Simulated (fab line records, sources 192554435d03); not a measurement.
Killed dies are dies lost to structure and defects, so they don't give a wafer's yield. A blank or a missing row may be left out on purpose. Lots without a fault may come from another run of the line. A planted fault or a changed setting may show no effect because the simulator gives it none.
One fault seen from 2 desks | flow n5_finfet | each desk has only its own numbers; what lay behind them comes last

THE METROLOGY DESK
What the gauges read, lot by lot, whatever tool the lot ran on: means of the sampled wafers that have a number. A lot is out of limits, marked OUT, if its mean lies more than 4 standard deviations from the usual mean; the brackets give that distance. Of its 12 readings 7 are shown: the one that was out of limits first, and those that lie furthest out on some lot.
Columns: A = cd_nm at N5_BEOL_M1_CD_MEAS_18, usual 17.9 nm; B = trench_depth_nm at N5_BEOL_M1_OCD_MEAS_38, usual 55.5 nm; C = ION_N at N5_BEOL_M4_RC_MEAS_101, usual 667 uA/um; D = ION_P at N5_BEOL_M4_RC_MEAS_101, usual 461 uA/um; E = SS_P at N5_BEOL_M4_RC_MEAS_101, usual 73.6 mV/dec; F = VT_N at N5_BEOL_M4_RC_MEAS_101, usual 250 mV; G = VT_P at N5_BEOL_M4_RC_MEAS_101, usual -249 mV
lot  | first seen here | A    | B               | C   | D   | E    | F   | G
L636 | day 6 10:17     | 17.6 | 56.2            | 674 | 465 | 73.5 | 249 | -248
L643 | day 8 02:25     | 17.6 | 62.5 (+4.7) OUT | 668 | 466 | 73.5 | 249 | -246
L644 | day 8 11:20     | 17.8 | 62.3 (+4.5) OUT | 672 | 464 | 73.9 | 250 | -247
L652 | day 10 06:49    | 17.6 | 55.3            | 658 | 453 | 73.2 | 252 | -249
L654 | day 10 20:00    | 18.2 | 55.0            | 669 | 460 | 72.5 | 252 | -250
L653 | day 10 23:08    | 18.3 | 56.3            | 652 | 458 | 73.4 | 256 | -249
L655 | day 11 10:21    | 18.1 | 54.8            | 661 | 460 | 73.5 | 251 | -248
L656 | day 11 10:43    | 17.4 | 56.7            | 660 | 455 | 73.7 | 251 | -251
L657 | day 11 22:30    | 17.4 | 56.0            | 659 | 457 | 72.6 | 254 | -249
This desk's finding: out of limits on L643, L644; first on L643, day 8 06:07 (trench_depth_nm at N5_BEOL_M1_OCD_MEAS_38). In limits: L636, L652, L654, L653, L655, L656, L657.

THE TOOL OWNER'S DESK: rie_diel-01
The tool's own readings at N5_BEOL_M1_TRENCH_ETCH_37 (etches SiOC in C4F6/O2, target depth 55.207 nm, time 29 s): means of the sampled wafers that have a number, for each lot that ran on this tool. A lot is out of limits, marked OUT, if its mean lies more than 4 standard deviations from the usual mean; the brackets give that distance.
Columns: A = drypump_motor_current_A at N5_BEOL_M1_TRENCH_ETCH_37, usual 5.7 A; B = mfc_ar_sccm at N5_BEOL_M1_TRENCH_ETCH_37, usual 300.0 sccm; C = oes_product_au at N5_BEOL_M1_TRENCH_ETCH_37, usual 0.86 a.u.; D = rf_vpp_V at N5_BEOL_M1_TRENCH_ETCH_37, usual 669 V; E = showerhead_plenum_p_Torr at N5_BEOL_M1_TRENCH_ETCH_37, usual 2.84 Torr; F = throttle_valve_pct at N5_BEOL_M1_TRENCH_ETCH_37, usual 20.75 %
lot  | first seen here | A   | B     | C    | D   | E    | F
L636 | day 6 15:53     | 5.3 | 299.9 | 0.97 | 680 | 2.81 | 20.61
L643 | day 8 05:58     | 5.6 | 299.5 | 0.97 | 663 | 2.85 | 20.78
L644 | day 8 13:08     | 5.6 | 300.3 | 0.95 | 662 | 2.85 | 20.78
L654 | day 11 04:37    | 5.4 | 300.2 | 0.84 | 679 | 2.81 | 20.65
L655 | day 11 14:26    | 5.3 | 300.0 | 0.86 | 681 | 2.79 | 20.60
L656 | day 11 14:49    | 5.5 | 300.4 | 0.86 | 677 | 2.80 | 20.71
L657 | day 12 07:37    | 5.6 | 300.2 | 0.85 | 663 | 2.83 | 20.82
This desk's finding: nothing out of limits on any of the 7 lots.

PUT TOGETHER
The metrology desk could have raised an alarm at day 8 06:07, on L643, L644.
The tool owner's desk saw nothing out of limits.
The tool owner's desk has L643, L644 on record, within its limits.
Of the lots named, all ran N5_BEOL_M1_TRENCH_ETCH_37 on rie_diel-01.

WHAT THE SIMULATOR HAD PUT IN
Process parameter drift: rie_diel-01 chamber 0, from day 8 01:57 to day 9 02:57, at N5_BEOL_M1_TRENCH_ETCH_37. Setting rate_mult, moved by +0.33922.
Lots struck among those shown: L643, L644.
Hours from the fault's start to each desk's first reading out of limits: the metrology desk, 4.
